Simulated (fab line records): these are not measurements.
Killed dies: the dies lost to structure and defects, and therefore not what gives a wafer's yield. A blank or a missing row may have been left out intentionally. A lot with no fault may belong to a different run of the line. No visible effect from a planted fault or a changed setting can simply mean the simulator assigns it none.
fab line records	flow nandHarc
record lots=5	wafers=15	lastDay=33
route steps=1302 shown P_BONDPAD@364 END@1302
lots that met no fault: from a run of the same line without faults
startH: start of the lot's first displayed wafer, in hours after the record's first day	waitH: hours since the lot's step before	" same as the row above	L1.1+2: several wafers, shown together as one row	- no value present, or no start provided	* or withheld: withheld	< > ~ a bound
route shown NAME@n: NAME is a module with steps in the file, n the number in the route of the first one	usual: mean/standard deviation of fault-free wafers	same: alike in all rows	chamber/n: place in a boat	sites: readings site by site	_std_site: standard deviation across them	_edge_site: inner sites' mean taken away from outer sites' mean	radiusMm: how far each site lies from the wafer's centre	mask NAME#n: copy n	behind: the last tool/chamber to shape the wafer	hold: what put the lot on hold/how long, in hours/how the hold closed	device: transistor that didn't switch, given as n, p or np	end of line: at the end of the route, the tests of the same wafers	where a step has no rows: the recipe by itself	killed: dies that structure and defects cost at the first sort, which is not the same as the wafer's yield	map: dies across one wafer; x = killed, . = not, _ = none there
set.NAME: the setting as run; set.NAME@STEP: as run at that earlier step	model.NAME: the simulator's own value behind a step, which no gauge read
certain route steps with their lots: each step a table, each wafer a row
services: when a tool's chamber went out of use (startH, in hours from the record's first day, below 0 if earlier), for how many hours, and the reason
## steps
# step NHARC_P_BONDPAD_CD_MEAS_09
# recipe targetCdNm=500	landingEnergyEv=500
# usual cdNm=501.1/2.2
lot.wafer	tool	chamber	startH	waitH	cdNm
L589.2	cdSem-03	0	158.85	-	501.6
L589.3	"	0	"	"	499.7
L589.6	"	0	"	"	497.8
L591.2	cdSem-03	0	174.37	-	500.3
L591.5	"	0	"	"	500.6
L591.6	"	0	"	"	498.5
L605.2	cdSem-02	0	314.30	-	503.5
L605.3	"	0	"	"	502.4
L605.6	"	0	"	"	503.5
L608.2	cdSem-03	0	340.36	-	502.8
L608.3	"	0	"	"	502.0
L608.5	"	0	"	"	500.0
L609.1	cdSem-02	0	361.21	-	502.6
L609.2	"	0	"	"	501.4
L609.3	"	0	"	"	500.0
# step NHARC_P_BONDPAD_OVL_MEAS_38
# usual overlayXNm=2/6.5	overlayYNm=0/5.4
lot.wafer	tool	chamber	startH	waitH	overlayXNm	overlayYNm
L589.2	overlay-02	-	158.94	-	-9	-1
L589.3	"	-	"	"	-9	-1
L589.6	"	-	"	"	-9	0
L591.2	overlay-02	-	174.46	-	-1	2
L591.5	"	-	"	"	-1	2
L591.6	"	-	"	"	-1	2
L605.2	overlay-01	-	314.39	-	1	-3
L605.3	"	-	"	"	0	-2
L605.6	"	-	"	"	1	-3
L608.2	overlay-01	-	340.45	-	-2	4
L608.3	"	-	"	"	-3	4
L608.5	"	-	"	"	-2	4
L609.1	overlay-02	-	361.30	-	3	3
L609.2	"	-	"	"	3	4
L609.3	"	-	"	"	3	4
# step NHARC_P_BONDPAD_HARDBAKE_10
# recipe tempC=118	timeS=65
# step NHARC_P_BONDPAD_DESCUM_11
# recipe timeS=3	o2FlowSccm=200	arFlowSccm=0	biasPowerW=0	chemistry=O2
# usual chamberPressureMTorr=60.00/0.059	drypumpMotorCurrentA=5.6/0.51	mfcArSccm=0.013/0.014	o2FlowSccm=200.0/0.58	oesProductAu=1.005/0.01	rfVppV=57.8/0.83	showerheadPlenumPTorr=1.93/0.083	throttleValvePct=11.311/0.0088
lot.wafer	tool	chamber	startH	waitH	chamberPressureMTorr	drypumpMotorCurrentA	mfcArSccm	o2FlowSccm	oesProductAu	rfHoursCounterH	rfVppV	showerheadPlenumPTorr	throttleValvePct
L589.2	rieDiel-10	1	159.07	-	60.09	5.9	0	200.1	1.004	7.0	57.9	1.90	11.311
L589.3	"	0	"	"	59.97	5.8	0.021	199.5	0.995	6.7	57.0	1.88	11.314
L589.6	"	2	"	"	60.00	4.9	0.023	199.8	1.008	-	57.8	2.03	11.321
L591.2	rieDiel-01	3	174.61	-	60.00	5.3	0.035	199.9	1.000	4.7	57.8	1.83	11.321
L591.5	"	0	"	"	59.99	5.1	0.037	200.9	0.992	-	57.6	1.90	11.303
L591.6	"	1	"	"	60.04	5.4	0	200.2	0.995	-	58.6	2.06	11.303
L605.3	rieDiel-01	2	314.52	-	59.99	6.3	0.018	200.1	0.999	3.0	57.9	2.01	11.316
L605.2	"	0	"	"	59.95	5.1	0.037	199.9	1.009	2.6	57.6	1.90	11.305
L605.6	"	1	"	"	59.87	5.4	0	199.7	1.008	-	58.3	2.06	11.301
L608.2	rieDiel-05	1	340.57	-	59.94	5.2	0	199.3	1.001	5.5	57.2	1.87	11.310
L608.3	"	3	"	"	60.05	6.0	0.007	199.5	1.010	6.0	57.3	1.79	11.310
L608.5	"	2	"	"	59.97	5.1	0.021	200.2	1.012	-	59.1	1.91	11.292
L609.1	rieDiel-01	0	361.42	-	60.00	5.1	0.037	200.3	0.996	3.9	55.3	1.90	11.305
L609.3	"	2	"	"	59.89	6.3	0.018	199.7	1.001	4.2	57.6	2.01	11.309
L609.2	"	3	"	"	59.98	5.3	0.035	199.5	1.005	4.0	58.0	1.83	11.299
# step NHARC_P_BONDPAD_ETCH_37
# recipe targetDepthA=600	overetchA=180	timeS=65.91	ionEnergyEv=200	n2FlowSccm=150	h2FlowSccm=150	arFlowSccm=0	rfW=400	biasW=150	chemistry=N2/H2
# step NHARC_P_BONDPAD_ETCH_12
# recipe targetDepthA=2000	timeS=100	chf3FlowSccm=50	o2FlowSccm=10	arFlowSccm=200	rfW=500	biasW=200	chemistry=CHF3/O2
# step NHARC_P_BONDPAD_CD_MEAS_13
# usual cdNm=500.6/2.3
lot.wafer	tool	chamber	startH	waitH	cdNm
L589.2	cdSem-03	-	159.38	-	501.8
L589.3	"	-	"	"	499.6
L589.6	"	-	"	"	496.0
L591.2	cdSem-01	-	174.90	-	499.9
L591.5	"	-	"	"	499.3
L591.6	"	-	"	"	497.4
L605.2	cdSem-03	-	314.83	-	503.1
L605.3	"	-	"	"	502.0
L605.6	"	-	"	"	502.4
L608.2	cdSem-02	-	340.89	-	502.8
L608.3	"	-	"	"	502.5
L608.5	"	-	"	"	499.9
L609.1	cdSem-03	-	361.73	-	500.8
L609.2	"	-	"	"	500.9
L609.3	"	-	"	"	499.8
# step NHARC_P_BONDPAD_STRIP_15
# recipe o2FlowSccm=500	arFlowSccm=0	biasW=0	chemistry=O2
# usual chamberPressureMTorr=59.99/0.052	drypumpMotorCurrentA=5.6/0.5	mfcArSccm=0.014/0.014	o2FlowSccm=500.0/1.6	oesProductAu=1.006/0.0083	rfVppV=57.8/1	showerheadPlenumPTorr=3.56/0.14	throttleValvePct=17.037/0.009
lot.wafer	tool	chamber	startH	waitH	chamberPressureMTorr	drypumpMotorCurrentA	mfcArSccm	o2FlowSccm	oesProductAu	rfHoursCounterH	rfVppV	showerheadPlenumPTorr	throttleValvePct
L589.3	rieDiel-01	0	159.45	0.1	59.93	5.1	0.037	497.0	0.993	4.2	58.1	3.50	17.033
L589.2	"	3	"	"	60.03	5.3	0.035	500.0	1.003	4.2	57.9	3.38	17.045
L589.6	"	0	"	"	60.01	5.1	0.037	498.3	0.994	-	57.2	3.50	17.035
L591.2	rieDiel-10	0	174.99	0.1	59.90	5.8	0.021	499.1	0.994	7.8	56.2	3.46	17.028
L591.6	"	3	"	"	60.03	5.1	0	500.1	1.000	-	58.8	3.58	17.020
L591.5	"	0	"	"	59.94	5.8	0.021	497.0	0.994	-	58.3	3.46	17.032
L605.2	rieDiel-05	0	314.92	0.1	60.07	6.5	0	500.3	0.989	3.0	57.0	3.70	17.045
L605.3	"	1	"	"	59.93	5.3	0	498.1	0.999	3.8	57.8	3.45	17.026
L605.6	"	3	"	"	60.08	6.1	0.007	499.2	1.002	-	56.2	3.32	17.029
L608.2	rieDiel-05	0	340.96	0.1	59.99	6.5	0	499.4	1.000	5.0	59.3	3.70	17.055
L608.3	"	1	"	"	59.93	5.3	0	500.4	1.015	5.6	57.5	3.45	17.038
L608.5	"	1	"	"	60.04	5.3	0	498.2	1.013	-	58.4	3.45	17.015
L609.3	rieDiel-01	2	361.81	0.1	59.91	6.3	0.018	499.0	1.008	4.3	59.1	3.69	17.030
L609.1	"	3	"	"	60.07	5.3	0.035	499.4	1.011	4.0	55.9	3.38	17.033
L609.2	"	0	"	"	60.02	5.1	0.037	502.3	1.003	4.0	58.4	3.50	17.034
# step NHARC_P_BONDPAD_ETCH_24
# recipe targetDepthA=300	overEtchFrac=0.3	timeS=72.99	ionEnergyEv=150	cf4FlowSccm=50	n2FlowSccm=100	arFlowSccm=150	rfW=300	biasW=100	chemistry=CF4/N2
# usual chamberPressureMTorr=30.004/0.026	drypumpMotorCurrentA=5.6/0.5	mfcArSccm=150.0/0.47	oesProductAu=1.007/0.0075	rfVppV=314.5/2.2	showerheadPlenumPTorr=2.64/0.11	throttleValvePct=19.795/0.0096
lot.wafer	tool	chamber	startH	waitH	chamberPressureMTorr	drypumpMotorCurrentA	mfcArSccm	oesProductAu	rfHoursCounterH	rfVppV	showerheadPlenumPTorr	throttleValvePct
L589.2	rieDiel-01	2	-	-	29.985	6.3	150.5	1.027	3.5	316.6	2.75	19.795
L589.3	"	0	"	"	29.991	5.1	149.3	1.001	4.3	313.7	2.61	19.786
L589.6	"	3	"	"	29.983	5.3	150.3	1.009	-	313.3	2.51	19.787
L591.2	rieDiel-10	3	-	-	30.007	5.1	149.9	1.003	7.2	315.8	2.67	19.809
L591.5	"	0	"	"	29.997	5.8	149.5	0.996	-	313.4	2.58	19.782
L591.6	"	1	"	"	30.047	5.9	150.3	1.006	-	313.6	2.61	19.781
L605.3	rieDiel-05	2	-	-	29.981	5.2	149.4	1.005	4.0	313.3	2.63	19.793
L605.2	"	1	"	"	29.982	5.3	150.3	1.009	3.8	314.2	2.57	19.802
L605.6	"	2	"	"	29.998	5.2	150.6	0.997	-	313.1	2.63	19.789
L608.3	rieDiel-05	3	-	-	30.041	6.0	151.6	1.012	6.1	311.0	2.47	19.803
L608.2	"	0	"	"	30.011	6.5	149.9	0.995	5.1	316.8	2.76	19.789
L608.5	"	0	"	"	30.030	6.5	149.2	0.999	-	316.4	2.75	19.794
L609.1	rieDiel-01	3	-	-	30.026	5.3	149.9	1.013	4.1	312.2	2.51	19.797
L609.3	"	1	"	"	29.957	5.4	149.8	1.009	4.2	319.0	2.81	19.803
L609.2	"	2	"	"	29.996	6.3	149.6	1.008	4.3	317.5	2.75	19.781
# step NHARC_P_BONDPAD_STRIP_16
# recipe timeS=600	tempC=30	chemistry=postEtchResidueRemover
# step NHARC_P_BONDPAD_DEGAS_25
# recipe tempC=300	timeS=60
# step NHARC_P_BONDPAD_PRE_CLEAN_26
# recipe timeS=30	tempC=280	gas=H2/He
# usual heaterPowerW=412/53
lot.wafer	tool	chamber	startH	waitH	heaterPowerW
L589.2	pvdSputter-03	-	-	-	474
L589.3	"	-	"	"	417
L589.6	"	-	"	"	465
L591.2	pvdSputter-02	-	-	-	325
L591.5	"	-	"	"	437
L591.6	"	-	"	"	420
L605.2	pvdSputter-02	-	-	-	335
L605.3	"	-	"	"	380
L605.6	"	-	"	"	326
L608.2	pvdSputter-03	-	-	-	401
L608.3	"	-	"	"	391
L608.5	"	-	"	"	465
L609.3	pvdSputter-03	-	-	-	467
L609.2	"	-	"	"	405
L609.1	"	-	"	"	465
# step NHARC_P_BONDPAD_PVD_17
# recipe targetThkA=50	biasV=168.6	powerW=15000	chamberPressurePa=0.12	timeS=8.06	substrateTempC=50	material=TaN
# usual throttleValvePct=30.1/0.72	timeS=8.06/0
lot.wafer	tool	chamber	startH	waitH	throttleValvePct	timeS
L589.2	pvdSputter-03	-	160.12	-	28.9	8.06
L589.3	"	-	"	"	31.5	8.06
L589.6	"	-	"	"	29.1	8.06
L591.2	pvdSputter-02	-	175.63	-	28.6	8.06
L591.5	"	-	"	"	28.5	8.06
L591.6	"	-	"	"	29.3	8.06
L605.2	pvdSputter-02	-	315.58	-	30.4	5.2925
L605.3	"	-	"	"	30.3	8.06
L605.6	"	-	"	"	29.5	8.06
L608.3	pvdSputter-03	-	341.65	-	30.7	8.06
L608.2	"	-	"	"	30.6	8.06
L608.5	"	-	"	"	30.1	8.06
L609.3	pvdSputter-03	-	362.49	-	29.7	8.06
L609.1	"	-	"	"	30.9	8.06
L609.2	"	-	"	"	30.0	8.06
# step NHARC_P_BONDPAD_PVD_27
# recipe targetThkA=300	chamberPressurePa=5	powerW=5000	substrateTempC=30	timeS=20.49	material=Cu
# usual throttleValvePct=30.1/0.68	timeS=20.49/0
lot.wafer	tool	chamber	startH	waitH	throttleValvePct	timeS
L589.3	pvdSputter-03	-	-	-	29.9	20.49
L589.2	"	-	"	"	31.2	20.49
L589.6	"	-	"	"	31.5	20.49
L591.2	pvdSputter-02	-	-	-	28.9	20.49
L591.5	"	-	"	"	29.4	20.49
L591.6	"	-	"	"	29.0	20.49
L605.3	pvdSputter-02	-	-	-	30.0	20.49
L605.2	"	-	"	"	29.5	20.49
L605.6	"	-	"	"	29.6	20.49
L608.3	pvdSputter-03	-	-	-	30.7	20.49
L608.2	"	-	"	"	30.7	20.49
L608.5	"	-	"	"	30.0	20.49
L609.3	pvdSputter-03	-	-	-	30.0	20.49
L609.1	"	-	"	"	29.7	20.49
L609.2	"	-	"	"	29.9	20.49
# step NHARC_END_SORT_01
# recipe tempC=25
# usual defectLimitedYield=91.0/2.8	killedAtArray=56/18	killedAtOther=1.4/1.5	killedAtPeriphery=4/3.1	killedDies=61/19	killedOpen=3.5/1.8	killedShort=2.4/1.4
# same grossDies=677
lot.wafer	tool	chamber	startH	waitH	defectLimitedYield[%]	killedAtArray	killedAtOther	killedAtPeriphery	killedDies	killedOpen	killedShort
L591.2	prober-02	0	601.75	2.8	88.3	73	2	4	79	6	3
L591.5	prober-02	0	604.10	3.6	87.7	73	4	6	83	2	2
L591.6	prober-02	0	604.88	3.9	87.9	78	3	1	82	4	2
# killed by level:class
L591.2 A_CHANNEL_HOLE_D2:chamberFilmFlake=31 A_CHANNEL_HOLE_D1:chamberFilmFlake=26 A_STAIRCASE:chamberFilmFlake=3 A_BLC:geometricParticle:open=2 A_M0:geometricParticle:open=2 A_DECK1_JOINT:chamberFilmFlake=2 A_CHANNEL_FILL_D2:chamberFilmFlake=2 THIN_TSV:chamberFilmFlake=2
L591.5 A_CHANNEL_HOLE_D2:chamberFilmFlake=31 A_CHANNEL_HOLE_D1:chamberFilmFlake=30 THIN_TSV:chamberFilmFlake=4 P_STI:chamberFilmFlake=3 A_CHANNEL_FILL_D2:chamberFilmFlake=3 P_ZERO_WELL:chamberFilmFlake=2 A_WL_FILL:chamberFilmFlake=2 P_CONTACT:geometricParticle:open=1
L591.6 A_CHANNEL_HOLE_D2:chamberFilmFlake=35 A_CHANNEL_HOLE_D1:chamberFilmFlake=30 A_CHANNEL_FILL_D2:chamberFilmFlake=3 THIN_TSV:chamberFilmFlake=3 A_WL_FILL:geometricParticle:open=2 A_BONDPAD:chamberFilmFlake=2 P_CONTACT:geometricParticle:open=1 A_ONON_D1:geometricParticle:short=1
## services
tool	chamber	startH	hours	kind
rieDiel-01	0	158.33	-	clean
rieDiel-01	1	158.33	-	clean
rieDiel-01	2	158.33	-	clean
rieDiel-01	3	158.33	-	clean
rieDiel-01	3	164.12	4.4	repair
pvdSputter-03	-	170.00	10.0	pm
rieDiel-01	0	182.83	-	clean
rieDiel-01	1	182.83	-	clean
rieDiel-01	2	182.83	-	clean
rieDiel-01	3	182.83	-	clean
rieDiel-01	-	203.80	9.0	pm
rieDiel-01	-	221.23	0.6	repair
rieDiel-01	0	228.24	3.9	repair
rieDiel-05	-	229.60	9.0	pm
rieDiel-10	-	242.50	9.0	pm
rieDiel-05	0	262.92	13.1	repair
pvdSputter-02	-	282.00	10.0	pm
rieDiel-05	-	310.93	1.6	repair
pvdSputter-03	-	314.12	4.6	repair
pvdSputter-02	-	318.99	0.9	repair
rieDiel-05	3	327.42	6.9	repair
pvdSputter-03	-	348.00	10.0	pm
rieDiel-10	1	348.58	1.7	repair
rieDiel-01	0	357.06	4.0	repair
## key
firstSign step=NHARC_P_BONDPAD_PVD_17	reading=timeS	direction=down	sigmas=99+	usual=*	struck=*
effect none on later readings
metAt NHARC_P_BONDPAD_PVD_17
struckWafers L605.2
onsetBetween 175.63 315.58
fault kind=processParameterDrift	tool=pvdSputter-02	chamber=-	onsetH=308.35	steps=NHARC_P_BONDPAD_PVD_17	channel=timeS	offset=*	shape=step	endH=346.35	actsIn=*	stated=*	scope=struckWafersOnly
